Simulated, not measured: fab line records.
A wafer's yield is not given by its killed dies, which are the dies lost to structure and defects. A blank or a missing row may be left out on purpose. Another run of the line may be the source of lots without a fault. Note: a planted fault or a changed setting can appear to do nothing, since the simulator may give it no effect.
Chamber matching || flow n5_finfet || N5_BEOL_M8_DESCUM_16 on rie_diel-01 has 4 sister chambers
The step chemistry O2, time 7.9 s. 20 wafers are shown with their chamber, then 10 later ones without.

== WAFERS, EACH WITH ITS CHAMBER ==
{"wafer": "L074.2", "chamber": 3, "showerhead_plenum_p_Torr (Torr)": 2.02, "throttle_valve_pct (%)": 19.97, "oes_product_au (a.u.)": 0.82}
{"wafer": "L074.5", "chamber": 2, "showerhead_plenum_p_Torr (Torr)": 1.99, "throttle_valve_pct (%)": 20.49, "oes_product_au (a.u.)": 0.70}
{"wafer": "L074.6", "chamber": 3, "showerhead_plenum_p_Torr (Torr)": 2.02, "throttle_valve_pct (%)": 19.97, "oes_product_au (a.u.)": 0.83}
{"wafer": "L077.1", "chamber": 0, "showerhead_plenum_p_Torr (Torr)": 2.08, "throttle_valve_pct (%)": 20.53, "oes_product_au (a.u.)": 0.72}
{"wafer": "L077.2", "chamber": 2, "showerhead_plenum_p_Torr (Torr)": 1.99, "throttle_valve_pct (%)": 20.52, "oes_product_au (a.u.)": 0.70}
{"wafer": "L077.5", "chamber": 0, "showerhead_plenum_p_Torr (Torr)": 2.08, "throttle_valve_pct (%)": 20.55, "oes_product_au (a.u.)": 0.72}
{"wafer": "L080.1", "chamber": 3, "showerhead_plenum_p_Torr (Torr)": 2.01, "throttle_valve_pct (%)": 19.99, "oes_product_au (a.u.)": 0.80}
{"wafer": "L080.3", "chamber": 0, "showerhead_plenum_p_Torr (Torr)": 2.07, "throttle_valve_pct (%)": 20.56, "oes_product_au (a.u.)": 0.70}
{"wafer": "L080.4", "chamber": 2, "showerhead_plenum_p_Torr (Torr)": 1.99, "throttle_valve_pct (%)": 20.51, "oes_product_au (a.u.)": 0.69}
{"wafer": "L079.2", "chamber": 2, "showerhead_plenum_p_Torr (Torr)": 1.99, "throttle_valve_pct (%)": 20.49, "oes_product_au (a.u.)": 0.69}
{"wafer": "L079.3", "chamber": 3, "showerhead_plenum_p_Torr (Torr)": 2.01, "throttle_valve_pct (%)": 20.00, "oes_product_au (a.u.)": 0.80}
{"wafer": "L079.4", "chamber": 0, "showerhead_plenum_p_Torr (Torr)": 2.07, "throttle_valve_pct (%)": 20.55, "oes_product_au (a.u.)": 0.70}
{"wafer": "L085.1", "chamber": 2, "showerhead_plenum_p_Torr (Torr)": 1.99, "throttle_valve_pct (%)": 20.52, "oes_product_au (a.u.)": 0.69}
{"wafer": "L085.3", "chamber": 3, "showerhead_plenum_p_Torr (Torr)": 2.01, "throttle_valve_pct (%)": 20.01, "oes_product_au (a.u.)": 0.81}
{"wafer": "L085.6", "chamber": 0, "showerhead_plenum_p_Torr (Torr)": 2.07, "throttle_valve_pct (%)": 20.56, "oes_product_au (a.u.)": 0.71}
{"wafer": "L090.2", "chamber": 1, "showerhead_plenum_p_Torr (Torr)": 2.20, "throttle_valve_pct (%)": 20.55, "oes_product_au (a.u.)": 0.79}
{"wafer": "L090.4", "chamber": 3, "showerhead_plenum_p_Torr (Torr)": 2.01, "throttle_valve_pct (%)": 20.02, "oes_product_au (a.u.)": 0.79}
{"wafer": "L090.6", "chamber": 1, "showerhead_plenum_p_Torr (Torr)": 2.20, "throttle_valve_pct (%)": 20.54, "oes_product_au (a.u.)": 0.78}
{"wafer": "L087.1", "chamber": 2, "showerhead_plenum_p_Torr (Torr)": 1.98, "throttle_valve_pct (%)": 20.54, "oes_product_au (a.u.)": 0.68}
{"wafer": "L087.4", "chamber": 1, "showerhead_plenum_p_Torr (Torr)": 2.20, "throttle_valve_pct (%)": 20.54, "oes_product_au (a.u.)": 0.79}

SIGNATURES, as means of the wafers listed above
{"reading": "showerhead_plenum_p_Torr", "chamber 0": 2.0740, "chamber 1": 2.2000, "chamber 2": 1.9883, "chamber 3": 2.0133, "scatter within a chamber": 0.00459}
{"reading": "throttle_valve_pct", "chamber 0": 20.5500, "chamber 1": 20.5433, "chamber 2": 20.5117, "chamber 3": 19.9933, "scatter within a chamber": 0.0171}
{"reading": "oes_product_au", "chamber 0": 0.7100, "chamber 1": 0.7867, "chamber 2": 0.6917, "chamber 3": 0.8083, "scatter within a chamber": 0.0107}
Rule: distance of a wafer from a chamber = root of the sum over the readings of ((wafer's reading minus chamber's mean) / reading's scatter) squared. If the next closest chamber is less than 2 further off than the closest, the wafer can't be placed; otherwise it belongs to the closest. How the scatter is found: for the shown wafers, subtract from each reading the mean of its chamber, square and add these, divide the total by (wafers less chambers), then take the root.

== WAFERS MISSING THEIR CHAMBER ==
{"wafer": "L087.5", "showerhead_plenum_p_Torr (Torr)": 1.98, "throttle_valve_pct (%)": 20.52, "oes_product_au (a.u.)": 0.69}
{"wafer": "L094.2", "showerhead_plenum_p_Torr (Torr)": 2.19, "throttle_valve_pct (%)": 20.56, "oes_product_au (a.u.)": 0.77}
{"wafer": "L094.4", "showerhead_plenum_p_Torr (Torr)": 1.98, "throttle_valve_pct (%)": 20.54, "oes_product_au (a.u.)": 0.67}
{"wafer": "L094.6", "showerhead_plenum_p_Torr (Torr)": 2.19, "throttle_valve_pct (%)": 20.56, "oes_product_au (a.u.)": 0.76}
{"wafer": "L097.4", "showerhead_plenum_p_Torr (Torr)": 1.98, "throttle_valve_pct (%)": 20.57, "oes_product_au (a.u.)": 0.66}
{"wafer": "L097.5", "showerhead_plenum_p_Torr (Torr)": 2.06, "throttle_valve_pct (%)": 20.60, "oes_product_au (a.u.)": 0.68}
{"wafer": "L097.6", "showerhead_plenum_p_Torr (Torr)": 2.19, "throttle_valve_pct (%)": 20.56, "oes_product_au (a.u.)": 0.75}
{"wafer": "L096.2", "showerhead_plenum_p_Torr (Torr)": 1.98, "throttle_valve_pct (%)": 20.56, "oes_product_au (a.u.)": 0.66}
{"wafer": "L096.4", "showerhead_plenum_p_Torr (Torr)": 2.19, "throttle_valve_pct (%)": 20.57, "oes_product_au (a.u.)": 0.76}
{"wafer": "L096.6", "showerhead_plenum_p_Torr (Torr)": 1.98, "throttle_valve_pct (%)": 20.55, "oes_product_au (a.u.)": 0.66}

== THE CHAMBER EACH PASSED THROUGH ==
{"wafer": "L087.5", "from the rows above": 2, "in truth": 2}
{"wafer": "L094.2", "from the rows above": 1, "in truth": 1}
{"wafer": "L094.4", "from the rows above": 2, "in truth": 2}
{"wafer": "L094.6", "from the rows above": 1, "in truth": 1}
{"wafer": "L097.4", "from the rows above": 2, "in truth": 2}
{"wafer": "L097.5", "from the rows above": 0, "in truth": 0}
{"wafer": "L097.6", "from the rows above": 1, "in truth": 1}
{"wafer": "L096.2", "from the rows above": 2, "in truth": 2}
{"wafer": "L096.4", "from the rows above": 1, "in truth": 1}
{"wafer": "L096.6", "from the rows above": 2, "in truth": 2}
10 of 10 placed correctly. Not placeable from these rows: 0. 0 placed wrongly.
